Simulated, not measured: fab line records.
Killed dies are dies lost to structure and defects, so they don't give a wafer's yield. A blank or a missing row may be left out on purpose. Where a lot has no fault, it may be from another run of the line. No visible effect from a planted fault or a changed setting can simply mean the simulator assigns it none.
A lot that was struck, set against a sound lot :: flow nand_harc :: 14 steps out of a route of 1302
Sound: these wafers, L481.1, L481.3, L481.6. Struck: wafers L474.1, L474.3, L474.4. At the end, the cause is stated.
Each step with rows lists, per side, the tool, then ch with its chambers, then its first start. Under that, the readings that differ: sound wafers :: struck wafers :: difference of the means :: sigmas: that difference in standard deviations of wafers without a fault.
alike: readings whose means differ by less than 2 such deviations, and words and numbers that are the same on both sides. not compared: withheld readings, readings that some wafer has no value for, bounds like >300 that may hide the same value, and numbers for which the record gives no deviation and whose values overlap.
A row with sigmas, a row that says differs or no value, or rows on one side alone: a step with any of these is where the two part. When numbers do not overlap yet have no deviation, they are printed without sigmas and do not part them. Lack of a reading on every wafer of one side parts them only where that side has two or more wafers.

first, 1 step without rows for these wafers: NHARC_A_M1_PRE_CLEAN_30 (time 30 s).
NHARC_A_M1_PVD_20: deposits TaN, target thk 5 nm, time 8.06 s.
  sound on pvd_sputter-03; struck on pvd_sputter-01
  alike: bias_v, cathode_dc_power_W, chamber_pressure_pa, throttle_valve_pct
NHARC_A_M1_PVD_21: deposits Cu, target thk 30 nm, time 20.49 s.
  sound on pvd_sputter-03; struck on pvd_sputter-01
  alike: cathode_dc_power_W, chamber_pressure_pa, throttle_valve_pct
then, 2 steps without rows for these wafers: NHARC_A_M1_ECD_22 (material Cu, target thk 400 nm); NHARC_A_M1_ANNEAL_31 (time 90 s).
NHARC_A_M1_CMP_23: polishes, t overpolish 20 s, target thk 154.34 nm.
  sound on cmp-02 ch 0,1,2, day 31 12:46; struck on cmp-01 ch 0,1,2, day 29 00:16
  alike: motor_current_A, slurry_filter_dp_kPa, time_to_endpoint_s
NHARC_A_M1_THK_MEAS_24: measures by xrf.
  sound on film_metro-02 at day 31 13:05; struck on film_metro-01 at day 29 00:35
  alike: thk_nm
then, 1 step without rows for these wafers: NHARC_A_M1_SRD_25.
NHARC_A_M1_INSPECT_27:
  sound on defect_inspect-01 at day 31 13:14; struck on defect_inspect-01 at day 29 00:44
  alike: raw_defect_count
NHARC_A_M1_PRE_CLEAN_32: time 12 s.
  sound on pecvd-04 ch 0,1, day 31 13:18; struck on pecvd-03 ch 0,1, day 29 00:49
  alike: heater_power_w
then, 1 step without rows for these wafers: NHARC_A_M1_DEP_33 (deposits SiCN, target thk 30 nm).
NHARC_A_BONDPAD_DEP_00: deposits SiCN, target thk 250 nm.
  sound on pecvd-04 ch 0,2, day 31 13:56; struck on pecvd-01 ch 0,2, day 29 01:29
  no value came back on the struck wafers for chamber_pressure_Torr (Torr), heater_power_outer_w (W), heater_power_w (W); on the sound wafers chamber_pressure_Torr (Torr) reads 3.004 3.011 3.020
NHARC_A_BONDPAD_CMP_29: polishes SiCN, target thk 200 nm.
  sound on cmp-01 ch 0,3, day 31 14:20; struck on cmp-04 ch 1,2,3, day 29 01:50
  alike: motor_current_A, slurry_filter_dp_kPa
NHARC_END_SORT_01:
  the record has rows for the sound wafers here (prober-01 ch 0, day 33 03:05) and none for the struck ones

WHERE THEY PART
At NHARC_A_BONDPAD_DEP_00 first; at NHARC_END_SORT_01 last (within this record only).

WHY: the cause the simulator had injected
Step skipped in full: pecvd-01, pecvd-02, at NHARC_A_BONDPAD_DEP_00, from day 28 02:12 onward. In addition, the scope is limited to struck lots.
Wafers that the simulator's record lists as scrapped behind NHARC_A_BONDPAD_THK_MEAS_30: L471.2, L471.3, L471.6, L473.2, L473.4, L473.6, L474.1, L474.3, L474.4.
